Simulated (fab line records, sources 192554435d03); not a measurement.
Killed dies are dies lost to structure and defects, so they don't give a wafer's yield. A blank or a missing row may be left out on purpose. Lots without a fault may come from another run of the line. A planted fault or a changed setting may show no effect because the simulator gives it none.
fab line records | flow n5_finfet
record lots=6 wafers=18 last_day=18
route steps=1938 shown BEOL_M12@1641 PASSIVATION@1936
lots that met no fault: from a run of the same line without faults
start_h: hours from the record's first day to the start of the lot's first wafer shown | wait_h: hours since the lot's step before | " the same as in the row above | L1.1+2: a row that stands for several wafers | - no value, or no start given | * or withheld: withheld | < > ~ a bound
route shown NAME@n: a module of which the file shows steps, and the number in the route of the first | usual: mean/standard deviation of fault-free wafers | same: alike in all rows | chamber/n: place in a boat | sites: the reading at each site | _std_site: their standard deviation | _edge_site: outer sites' mean less inner sites' | radius_mm: how far each site lies from the wafer's centre | mask NAME#n: copy n | behind: the tool/chamber that last shaped the wafer | hold: why the lot was held/for how many hours/how that ended | device: the transistor (n, p or np) that didn't switch | end of line: the same wafers' tests at the end of the route | a step without rows: its recipe alone | killed: dies lost to structure and defects at the first sort, not the wafer's yield | map: a wafer's dies, x killed, . not, _ none there
set.NAME: the setting as run; set.NAME@STEP: as run at that earlier step | model.NAME: the simulator's own value behind a step, which no gauge read
lots at some steps of the route; a table a step, a row a wafer
services: from which hour (start_h, from the record's first day; less than 0 if before it) a tool's chamber was out of use, for how many hours, and why
## steps
# step N5_BEOL_M12_OCD_MEAS_35
# usual trench_depth_nm=318/4.7
# columns lot.wafer tool chamber start_h wait_h trench_depth_nm
L353.1 ocd-02 - 232.72 0.0 313
L353.2 " - " " 317
L353.3 " - " " 317
L359.2 ocd-02 - 280.21 0.0 322
L359.3 " - " " 316
L359.6 " - " " 317
L365.2 ocd-01 - 314.61 0.0 312
L365.3 " - " " 316
L365.6 " - " " 313
L367.1 ocd-02 - 314.88 0.0 319
L367.2 " - " " 320
L367.5 " - " " 317
L373.3 ocd-01 - 384.78 0.0 323
L373.4 " - " " 317
L373.5 " - " " 319
L376.1 ocd-02 - 399.70 0.0 321
L376.3 " - " " 323
L376.5 " - " " 324
# step N5_BEOL_M12_STRIP_37
# recipe chemistry=N2/H2 power_w=1000 temp_c=250 h2_frac=0.65 overash_fraction=0.3 pressure_mtorr=withheld n2_flow_sccm=1750 h2_flow_sccm=3250
# step N5_BEOL_M12_ETCH_38
# recipe chemistry=CF4/N2 target=SiCN target_depth_a=687 taper_deg=2 time_s=73.4 ion_energy_ev=150 mask_material=SiO2 pressure_mtorr=40 source_w=430 bias_w=70 Ar_flow_sccm=100 cf4_flow_sccm=60 n2_flow_sccm=60
# usual drypump_motor_current_A=5.8/0.34 oes_product_au=0.83/0.083 rf_vpp_V=382.9/2 showerhead_plenum_p_Torr=2.23/0.076 throttle_valve_pct=15.29/0.24
# columns lot.wafer tool chamber start_h wait_h drypump_motor_current_A oes_product_au rf_hours_counter_h rf_vpp_V showerhead_plenum_p_Torr throttle_valve_pct
L353.1 rie_diel-03 3 232.92 - 5.5 0.90 33 380.9 2.16 15.38
L353.2 " 1 " " 5.8 0.83 52 383.5 2.23 15.41
L353.3 " 0 " " 5.8 0.69 235 382.9 2.27 15.25
L359.2 rie_diel-03 3 280.66 - 5.5 0.86 51 380.1 2.15 15.40
L359.3 " 1 " " 5.8 0.80 73 384.5 2.22 15.45
L359.6 " 3 " " 5.5 0.87 - 380.7 2.15 15.41
L365.2 rie_diel-03 0 317.90 - 5.8 0.93 17 383.6 2.25 14.86
L365.3 " 1 " " 5.8 0.79 90 382.0 2.22 15.50
L365.6 " 3 " " 5.5 0.85 - 379.5 2.15 15.46
L367.1 rie_diel-03 1 324.42 - 5.8 0.79 91 382.5 2.22 15.48
L367.2 " 2 " " 5.9 0.88 29 384.3 2.34 15.07
L367.5 " 1 " " 5.8 0.79 - 383.0 2.21 15.49
L373.3 rie_diel-03 1 388.33 - 5.8 0.77 109 381.7 2.21 15.53
L373.4 " 0 " " 5.8 0.88 40 384.4 2.25 14.89
L373.5 " 0 " " 5.8 0.88 - 383.4 2.25 14.88
L376.1 rie_diel-03 3 400.99 - 5.5 0.80 96 380.1 2.14 15.50
L376.3 " 0 " " 5.8 0.87 45 384.7 2.25 14.88
L376.5 " 1 " " 5.8 0.76 - 382.9 2.21 15.53
# step N5_BEOL_M12_PRECLEAN_39
# recipe chemistry=residue_remover time_s=60 temp_c=40
# step N5_BEOL_M12_SRD_40
# recipe time_s=30 temp_c=23 rinse_liquid=diw dry=n2_spin spin_rpm=1500 dry_time_s=30
# step N5_BEOL_M12_DEGAS_41
# recipe ambient=vacuum temp_c=250 time_s=60
# step N5_BEOL_M12_PRE_CLEAN_42
# recipe gas=H2/He time_s=30 temp_c=250
# usual heater_power_w=331/46
# columns lot.wafer tool chamber start_h wait_h heater_power_w
L353.1 pvd_sputter-01 - 233.61 0.0 345
L353.2 " - " " 331
L353.3 " - " " 325
L359.2 pvd_sputter-02 - 281.42 0.0 338
L359.3 " - " " 426
L359.6 " - " " 339
L365.2 pvd_sputter-02 - 318.17 0.0 422
L365.3 " - " " 338
L365.6 " - " " 241
L367.1 pvd_sputter-01 - 324.75 0.0 343
L367.2 " - " " 324
L367.5 " - " " 347
L373.3 pvd_sputter-01 - 388.83 0.0 314
L373.4 " - " " 332
L373.5 " - " " 339
L376.1 pvd_sputter-02 - 401.46 0.0 247
L376.3 " - " " 419
L376.5 " - " " 417
# step N5_BEOL_M12_SPUTTER_43
# recipe material=TaN target_thk_a=150 temp_c=50 bias_v=168.6 power_w=15000 chamber_pressure_pa=0.12 time_s=24.19
# usual cathode_dc_power_W=15000/2.6 throttle_valve_pct=29.9/1
# columns lot.wafer tool chamber start_h wait_h cathode_dc_power_W throttle_valve_pct
L353.1 pvd_sputter-01 - 233.65 0.0 15001 29.5
L353.2 " - " " 15003 28.6
L353.3 " - " " 15001 28.3
L359.2 pvd_sputter-02 - 281.46 0.0 15000 29.8
L359.3 " - " " 14996 30.9
L359.6 " - " " 15001 29.5
L365.2 pvd_sputter-02 - 318.21 0.0 15000 31.5
L365.3 " - " " 15000 29.7
L365.6 " - " " 15005 30.9
L367.1 pvd_sputter-01 - 324.79 0.0 14999 28.6
L367.2 " - " " 15004 28.4
L367.5 " - " " 15003 28.4
L373.3 pvd_sputter-01 - 388.87 0.0 14997 28.4
L373.4 " - " " 15004 28.6
L373.5 " - " " 15003 28.9
L376.1 pvd_sputter-02 - 401.50 0.0 15001 30.6
L376.3 " - " " 14996 31.1
L376.5 " - " " 15003 30.2
# step N5_BEOL_M12_SPUTTER_44
# recipe material=Ta target_thk_a=100 temp_c=50 bias_v=80 power_w=15000 chamber_pressure_pa=0.07 time_s=16.13
# step N5_BEOL_M12_SPUTTER_45
# recipe material=Cu target_thk_a=800 temp_c=-20 bias_v=60 power_w=26000 chamber_pressure_pa=0.13 time_s=13.33
# usual cathode_dc_power_W=26000/4.8 chuck_gas_flow_sccm=1.26/0.062 throttle_valve_pct=29.8/1
# columns lot.wafer tool chamber start_h wait_h cathode_dc_power_W chuck_gas_flow_sccm throttle_valve_pct
L353.1 pvd_sputter-01 - 233.81 0.0 25998 1.32 29.4
L353.2 " - " " 26005 1.16 28.5
L353.3 " - " " 26002 1.34 28.6
L359.2 pvd_sputter-02 - 281.62 0.0 26000 1.21 29.8
L359.3 " - " " 26000 1.36 31.5
L359.6 " - " " 25998 1.22 29.7
L365.2 pvd_sputter-02 - 318.37 0.0 25997 1.17 31.3
L365.3 " - " " 26000 1.19 29.9
L365.6 " - " " 26003 1.22 30.5
L367.1 pvd_sputter-01 - 324.95 0.0 25991 1.32 28.6
L367.2 " - " " 26003 1.18 28.6
L367.5 " - " " 26000 1.20 28.4
L373.3 pvd_sputter-01 - 389.03 0.0 25999 1.10 28.6
L373.4 " - " " 26006 1.29 28.4
L373.5 " - " " 26004 1.27 28.6
L376.1 pvd_sputter-02 - 401.66 0.0 25999 1.28 30.6
L376.3 " - " " 25995 1.40 31.3
L376.5 " - " " 25995 1.28 30.2
# step N5_BEOL_M12_ECD_47
# recipe material=Cu target_thk_a=7200
# step N5_BEOL_M12_ANNEAL_48
# recipe temp_c=225 time_s=90 ambient=N2
# usual anneal_temp_c=225.03/0.16 wafer_temp_C_max=226.1/0.33
# columns lot.wafer tool chamber start_h wait_h anneal_temp_c wafer_temp_C_max
L353.1 rtp_anneal-01 0 234.18 0.2 224.90 226.0
L353.2 " 0 " " 225.05 225.8
L353.3 " 0 " " 225.04 225.9
L359.2 rtp_anneal-02 0 281.92 0.1 224.74 226.6
L359.3 " 0 " " 225.07 227.0
L359.6 " 0 " " 225.22 226.6
L365.2 rtp_anneal-02 0 318.67 0.1 225.05 226.1
L365.3 " 0 " " 224.98 226.3
L365.6 " 0 " " 225.24 226.2
L367.1 rtp_anneal-01 0 325.21 0.1 225.11 226.3
L367.2 " 0 " " 225.20 226.2
L367.5 " 0 " " 224.83 225.9
L373.3 rtp_anneal-01 0 389.38 0.2 224.95 226.0
L373.4 " 0 " " 225.01 225.9
L373.5 " 0 " " 224.89 225.7
L376.1 rtp_anneal-01 0 402.03 0.2 225.08 225.7
L376.3 " 0 " " 225.20 225.6
L376.5 " 0 " " 225.19 225.6
# step N5_BEOL_M12_CMP_49
# recipe stop_on=SiOC t_overpolish_s=20.6 down_force_psi=1 platen_rpm=50 clearing_platen_down_force_psi=1.5 clearing_platen_rpm=50 post_cmp_clean=cu_alkaline target_thk_nm=320 clearing_platen_pad_velocity_m_s=0.99484 pad_velocity_m_s=0.99484
# usual barrier_field_endpoint_s=30.4/0.82 head_pressure_psi=0.9998/0.002 motor_current_A=5.6/0.68 overpolish_run_s=20.599/0.0091 platen_rpm=50.00/0.034
# columns lot.wafer tool chamber start_h wait_h barrier_field_endpoint_s head_pressure_psi motor_current_A overpolish_run_s platen_rpm
L353.2 cmp-01 3 234.52 0.2 30.7 1.0055 6.8 20.607 50.00
L353.3 " 0 " " 30.8 1.0008 4.8 20.594 50.01
L353.1 " 1 " " 31.3 0.9998 5.5 20.588 50.01
L359.3 cmp-04 3 282.25 0.2 32.1 0.9971 6.3 20.582 50.04
L359.2 " 1 " " 23.4 1.2836 6.0 20.601 49.99
L359.6 " 2 " " 30.9 0.9991 4.6 20.599 50.09
L365.3 cmp-04 0 318.93 0.2 28.8 0.9999 4.9 20.598 50.00
L365.2 " 1 " " 22.8 1.2861 5.8 20.594 49.98
L365.6 " 0 " " 28.7 1.0029 5.2 20.609 49.96
L367.1 cmp-01 1 325.56 0.3 30.5 0.9953 5.2 20.609 50.05
L367.2 " 3 " " 31.2 0.9997 6.9 20.602 49.93
L367.5 " 0 " " 30.4 1.0036 4.8 20.589 49.98
L373.4 cmp-02 0 389.66 0.2 29.9 1.0009 5.3 20.570 50.03
L373.3 " 1 " " 30.9 1.0014 6.0 20.583 50.02
L373.5 " 2 " " 29.8 1.0054 6.1 20.604 50.00
L376.3 cmp-04 2 402.40 0.2 30.7 1.0020 4.9 20.608 50.00
L376.1 " 3 " " 30.6 0.9994 6.4 20.595 50.01
L376.5 " 0 " " 29.5 0.9995 5.0 20.614 49.96
# step N5_PASSIVATION_PROBE_49
# usual defect_limited_yield=91.4/1.5 killed_at_M0_to_M3=35/11 killed_at_M4_up=16/7 killed_at_contacts=11/5.3 killed_at_front_end=37/11 killed_at_other=3.1/2.8 killed_dies=102/18 killed_open=69/15 killed_short=31/7.8 sort_bin_5_function=5.1/1.1 sort_bin_6_memory=3.2/0.69 sort_bin_8_speed=0.00/0.016 sort_n_pass=1078/18 sort_yield_pct=91.4/1.5
# same gross_dies=1180 killed_at_back_side=0 sort_bin_4_leakage[%]=0
# columns lot.wafer tool chamber start_h wait_h defect_limited_yield[%] killed_at_M0_to_M3 killed_at_M4_up killed_at_contacts killed_at_front_end killed_at_other killed_dies killed_open killed_short sort_bin_5_function[%] sort_bin_6_memory[%] sort_bin_8_speed[%] sort_n_pass sort_yield_pct[%]
L353.1 prober-02 - 265.34 0.0 89.8 28 23 12 55 2 120 69 48 6.5 3.1 0 1060 89.8
L353.2 prober-02 - 265.39 0.1 91.3 31 16 9 42 5 103 77 24 5.1 3.5 0 1077 91.3
L353.3 prober-02 - 265.44 0.1 91.0 19 19 22 43 3 106 74 31 4.8 3.6 0 1074 91.0
L359.2 prober-02 - 318.13 0.1 93.4 24 5 12 33 4 78 52 24 3.4 2.8 0 1102 93.4
L359.3 prober-02 - 318.18 0.1 92.0 31 17 8 38 0 94 61 29 4.1 3.4 0 1086 92.0
L359.6 prober-02 - 318.33 0.3 92.2 27 16 14 35 0 92 67 25 4.5 3.0 0 1088 92.2
L373.3 prober-02 - 424.48 0.1 93.3 26 11 12 26 4 79 43 33 3.2 3.1 0 1101 93.3
L373.4 prober-02 - 424.53 0.2 93.2 30 10 2 35 3 80 49 27 3.3 2.8 0 1100 93.2
L373.5 prober-02 - 424.58 0.2 95.0 17 9 13 15 5 59 45 14 3.1 1.8 0 1121 95.0
# killed by level:class
L353.1 FIN_SAQP:geometric_particle:open=20 FIN_SAQP:geometric_particle:short=17 BEOL_M4:geometric_particle:open=13 MOL_CONTACT_COAG:geometric_particle:open=8 BEOL_M0_SAQP:geometric_particle:short=8 BEOL_M1:geometric_particle:short=5 STI_FIN_REVEAL:geometric_particle:open=4 BEOL_M0:geometric_particle:open=4
L353.2 FIN_SAQP:geometric_particle:open=15 BEOL_M1:geometric_particle:open=9 BEOL_M4:geometric_particle:open=9 MOL_CONTACT_COAG:geometric_particle:open=8 BEOL_M2:geometric_particle:open=8 FIN_SAQP:geometric_particle:short=5 BEOL_M3:geometric_particle:open=5 BEOL_M0:geometric_particle:open=4
L353.3 MOL_CONTACT_COAG:geometric_particle:open=18 FIN_SAQP:geometric_particle:open=10 STI_FIN_REVEAL:geometric_particle:open=6 BEOL_M2:geometric_particle:open=6 FIN_SAQP:geometric_particle:short=5 BEOL_M5:geometric_particle:open=5 MOL_CONTACT_COAG:geometric_particle:short=4 STARTING-WAFER:geometric_particle:open=4
L359.2 BEOL_M0_SAQP:geometric_particle:open=13 MOL_CONTACT_COAG:geometric_particle:open=10 STI_FIN_REVEAL:geometric_particle:open=6 FIN_SAQP:geometric_particle:open=5 FIN_SAQP:geometric_particle:short=4 STI_FIN_REVEAL:geometric_particle:short=4 GATE_CUT:geometric_particle:short=3 BEOL_M0_SAQP:geometric_particle:short=3
L359.3 BEOL_M1:geometric_particle:open=11 FIN_SAQP:geometric_particle:open=10 BEOL_M0_SAQP:geometric_particle:open=9 FIN_SAQP:geometric_particle:short=7 BEOL_M0_SAQP:geometric_particle:short=6 MOL_CONTACT_COAG:geometric_particle:open=5 STI_FIN_REVEAL:geometric_particle:open=4 HKMG_FIN:area_etch=4
L359.6 FIN_SAQP:geometric_particle:open=10 BEOL_M1:geometric_particle:open=8 MOL_CONTACT_COAG:geometric_particle:short=7 STI_FIN_REVEAL:geometric_particle:open=7 MOL_CONTACT_COAG:geometric_particle:open=7 BEOL_M4:geometric_particle:open=7 BEOL_M3:geometric_particle:open=4 STARTING-WAFER:geometric_particle:open=4
L373.3 MOL_CONTACT_COAG:geometric_particle:open=10 FIN_SAQP:geometric_particle:short=7 STI_FIN_REVEAL:geometric_particle:open=4 BEOL_M0_SAQP:geometric_particle:short=4 BEOL_M1:geometric_particle:short=4 BEOL_M2:geometric_particle:open=4 BEOL_M4:geometric_particle:short=4 FIN_SAQP:geometric_particle:open=3
L373.4 BEOL_M1:geometric_particle:open=8 FIN_SAQP:geometric_particle:open=6 STI_FIN_REVEAL:geometric_particle:open=6 BEOL_M0_SAQP:geometric_particle:open=6 BEOL_M0_SAQP:geometric_particle:short=6 STARTING-WAFER:geometric_particle:short=5 BEOL_M5:geometric_particle:open=4 FIN_SAQP:geometric_particle:short=3
L373.5 MOL_CONTACT_COAG:geometric_particle:open=13 STI_FIN_REVEAL:geometric_particle:open=7 BEOL_M0_SAQP:geometric_particle:short=7 BEOL_M5:geometric_particle:open=7 BEOL_M0_SAQP:geometric_particle:open=4 BEOL_M3:geometric_particle:open=3 DUMMY_GATE:geometric_particle:open=2 PASS1_CAP:geometric_particle:short=2
## services
# columns tool chamber start_h hours kind
rie_diel-03 3 214.28 5.1 repair
cmp-01 - 217.11 4.0 pm
cmp-02 - 231.24 1.0 repair
cmp-04 - 242.01 0.8 repair
cmp-04 - 243.86 0.6 repair
cmp-04 - 247.10 2.6 repair
rie_diel-03 3 248.74 6.3 repair
cmp-04 - 260.68 1.5 repair
rie_diel-03 2 262.22 1.6 repair
cmp-02 - 263.74 0.5 repair
cmp-01 - 278.69 4.5 pm
cmp-02 - 281.88 4.0 pm
rie_diel-03 2 283.29 16.3 repair
cmp-04 - 284.24 1.4 repair
cmp-04 - 286.17 0.3 repair
cmp-04 - 301.55 3.6 pm
cmp-04 - 305.61 1.6 repair
cmp-04 - 323.87 5.7 repair
pvd_sputter-01 - 331.34 3.0 repair
pvd_sputter-01 - 337.39 1.7 repair
rie_diel-03 1 344.53 6.7 repair
cmp-01 - 359.86 4.4 pm
cmp-04 - 390.44 2.6 repair
cmp-04 - 397.47 4.0 pm
## key
first_sign step=N5_BEOL_M12_CMP_49 reading=head_pressure_psi direction=up sigmas=99+ usual=0.9998 struck=1.2849
effect step=N5_BEOL_M12_CMP_49 reading=barrier_field_endpoint_s direction=down sigmas=8.9 usual=30.4 struck=23.1
met_at N5_BEOL_M12_CMP_49
struck_wafers L359.2,L365.2
fault kind=process_parameter_drift tool=cmp-04 chamber=1 onset_h=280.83 steps=N5_BEOL_M12_CMP_49 channel=down_force_psi offset=0.2842 shape=step end_h=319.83 acts_in=these_recipes_only stated=1
